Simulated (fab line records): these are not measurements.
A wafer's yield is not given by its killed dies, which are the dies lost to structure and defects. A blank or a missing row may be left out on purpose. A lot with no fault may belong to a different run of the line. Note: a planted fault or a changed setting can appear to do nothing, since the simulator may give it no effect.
A struck lot beside a sound one + flow n5_finfet + 39 out of 1938 route steps
Sound: the wafers L613.1, L613.5, L613.6. Struck: wafer L621.4. (L621.6 of the same lot was not struck and is left out.) The cause comes at the end.
Each step with rows lists, per side, the tool, then ch with its chambers, then its first start. Under that, the readings that differ: sound wafers + struck wafers + difference of the means + sigmas: that difference in standard deviations of wafers without a fault.
alike: readings whose means differ by less than 2 such deviations, and words and numbers that are the same on both sides. not compared: withheld readings, readings that some wafer has no value for, bounds like >300 that may hide the same value, and numbers for which the record gives no deviation and whose values overlap.
Wherever a step has rows on one side only, a row that says differs or no value, or a row with sigmas, the two part there. Numbers that don't overlap but have no deviation are shown without sigmas and don't part them. A reading missing from all wafers of one side parts the sides only when that side holds two or more wafers.

first, 9 steps without rows for these wafers: N5_MOL_CONTACT_COAG_PRE_CLEAN_121; N5_MOL_CONTACT_COAG_CVD_140 (deposits W, target thk 66.5 nm, time 215 s); N5_MOL_CONTACT_COAG_PRECLEAN_127 (cleans in DIW, time 57.5 s); N5_MOL_CONTACT_COAG_SRD_128 (dry time 32 s); N5_MOL_CONTACT_COAG_CMP_52 (polishes, stops on SiO2, t overpolish 1.5 s, target thk 66.5 nm); N5_MOL_CONTACT_COAG_ANNEAL_112 (time 1800 s); N5_BEOL_M0_SAQP_PECVD_00 (deposits SiCN from 3MS/NH3, target thk 8 nm, time 14 s); N5_BEOL_M0_SAQP_ILD_DEP_01 (deposits SiOC from DEMS/O2, target thk 45.419 nm, time 8.7 s); N5_BEOL_M0_SAQP_HM_DEP_02 (deposits TiN, target thk 12 nm).
N5_BEOL_M0_SAQP_PECVD_03: deposits SiCN from 3MS/NH3, target thk 12 nm, time 21.1 s.
  sound on pecvd-03 ch 0,1,2, day 6 20:54; struck on pecvd-03 ch 0, day 8 14:56
| reading                                         | sound          | struck | difference | sigmas |
|-------------------------------------------------|----------------|--------|------------|--------|
| run_length_s (s)                                | 51.8 51.0 51.1 | 57.6   | +6.3       | +12    |
| model.SiCN_of_BEOL_M0_SAQP_PECVD_03.thk_nm (nm) | 12 12.2 12.2   | 16     | +4         |        |
  alike: showerhead_plenum_p_Torr, throttle_valve_pct
then, 25 steps without rows for these wafers: N5_BEOL_M0_SAQP_PECVD_96 (deposits a-Si from SiH4/He, target thk 45 nm, time 45.2 s); N5_BEOL_M0_SAQP_PECVD_97 (deposits SiNx from SiH4/NH3/N2, target thk 23 nm, time 19.9 s); N5_BEOL_M0_SAQP_PECVD_04 (deposits a-Si from SiH4/He, target thk 60 nm, time 60.2 s); N5_BEOL_M0_SAQP_HM_DEP_111 (deposits SiO2 from SiH4/N2O, target thk 12 nm, time 7.2 s); N5_BEOL_M0_SAQP_COAT_81 (time 60 s, resist thk 100 nm); N5_BEOL_M0_SAQP_COAT_82 (time 60 s, resist thk 30 nm); N5_BEOL_M0_SAQP_COAT_08 (resist thk 90 nm); N5_BEOL_M0_SAQP_EBR_10; N5_BEOL_M0_SAQP_SOFTBAKE_09 (time 60 s); N5_BEOL_M0_SAQP_EXPOSE_11 (exposes mask M0 CORE, target cd 42 nm); N5_BEOL_M0_SAQP_PEB_12 (peb time 60 s); N5_BEOL_M0_SAQP_DEVELOP_13 (develop time 30 s); N5_BEOL_M0_SAQP_DESCUM_19 (chemistry O2, time 7.9 s); N5_BEOL_M0_SAQP_ETCH_83 (etches SiARC in CF4, target depth 39 nm, time 65 s); N5_BEOL_M0_SAQP_ETCH_84 (etches SOC in N2/H2, target depth 100 nm, overetch 20 nm, time 150 s); N5_BEOL_M0_SAQP_STRIP_80 (strips in N2/H2); N5_BEOL_M0_SAQP_HM_OPEN_112 (chemistry CHF3/O2, target SiO2, stops on a-Si, target depth 12 nm, time 13.5 s); N5_BEOL_M0_SAQP_STRIP_113 (strips in CHF3/O2); N5_BEOL_M0_SAQP_MANDREL_ETCH_20 (etches a-Si in HBr/Cl2, stops on SiNx, target depth 60 nm, bt time 10 s, time 30 s); N5_BEOL_M0_SAQP_STRIP_86 (strips in N2/H2); N5_BEOL_M0_SAQP_STRIP_115 (strips in post etch residue remover, time 60 s); N5_BEOL_M0_SAQP_SRD_93 (time 30 s); N5_BEOL_M0_SAQP_RECESS_114 (chemistry HF/NH3, target SiO2, target depth 14.4 nm, afs cycles 3, sublimation time 60 s); N5_BEOL_M0_SAQP_SPACER1_ALD_98 (deposits SiO2, target thk 12.8 nm, pulse time 1 s, purge time 2 s); N5_BEOL_M0_SAQP_SPACER1_ETCHBACK_99 (etches SiO2 in CHF3/O2, target depth 15.4 nm, time 7.7 s).
N5_BEOL_M0_SAQP_RECESS_109: chemistry HF/NH3, target SiO2, target depth 3 nm, afs cycles 1, sublimation time 60 s.
  sound on vapor_etch-02 ch 0,1, day 7 00:21; struck on vapor_etch-01 ch 0, day 8 18:28
| reading                                         | sound       | struck | difference | sigmas |
|-------------------------------------------------|-------------|--------|------------|--------|
| model.SiCN_of_BEOL_M0_SAQP_PECVD_03.thk_nm (nm) | 8.6 8.6 8.6 | 12.6   | +4.0       |        |
  alike: drypump_motor_current_A
N5_BEOL_M0_ETCH_138: etches SiCN in CH3F/O2, target depth 12 nm, time 31.6 s.
  sound on rie_diel-05 ch 2,3, day 7 03:19; struck on rie_diel-01 ch 0, day 8 21:49
| reading                  | sound             | struck | difference | sigmas |
|--------------------------|-------------------|--------|------------|--------|
| oes_product_au (a.u.)    | 0.81 0.82 0.65    | 0.62   | -0.14      | -2     |
| throttle_valve_pct (%)   | 15.98 15.97 16.05 | 16.47  | +0.47      | +2     |
| model.etch.depth_nm (nm) | 8.509 8.638 8.612 | 9.231  | +0.645     |        |
  alike: bias_w, drypump_motor_current_A, etch_rf_on_time_s, mfc_ar_sccm, rf_vpp_V, showerhead_plenum_p_Torr
  not compared: rf_hours_counter_h
N5_BEOL_M0_ETCH_128: etches SiCN in CF4/N2, target depth 12 nm, overetch 5.1 nm, time 21.4 s.
  sound on rie_diel-05 ch 0,1, day 7 06:56; struck on rie_diel-04 ch 1, day 8 23:00
| reading                  | sound             | struck | difference | sigmas |
|--------------------------|-------------------|--------|------------|--------|
| oes_product_au (a.u.)    | 0.55 0.61 0.55    | 0.74   | +0.17      | +3     |
| model.etch.depth_nm (nm) | 8.509 8.638 8.612 | 12.59  | +4.00      |        |
  alike: bias_w, drypump_motor_current_A, mfc_ar_sccm, rf_vpp_V, showerhead_plenum_p_Torr, throttle_valve_pct
  not compared: rf_hours_counter_h
-- the record jumps here: 6 days lie between the struck wafers' starts before and after (it left off in module BEOL_M0 and takes up again in module BEOL_M4, whose first step shown is number 1111 of the route) --
N5_BEOL_M4_RC_MEAS_101:
  sound on prober-02 ch 0, day 12 08:58; struck on prober-02 ch 0, day 14 11:35
  alike: DIBL_N, DIBL_P, IOFF_N, IOFF_P, ION_N, ION_P, SS_N, SS_P, VT_N, VT_P

WHERE THEY PART
Earliest at N5_BEOL_M0_SAQP_PECVD_03; latest, in this record, at N5_BEOL_M0_ETCH_128. Later steps at which nothing parts them and some readings are alike: N5_BEOL_M4_RC_MEAS_101.

WHY: whatever the simulator had introduced
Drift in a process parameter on pecvd-03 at N5_BEOL_M0_SAQP_PECVD_03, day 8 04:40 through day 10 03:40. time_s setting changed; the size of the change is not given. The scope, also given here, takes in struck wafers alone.
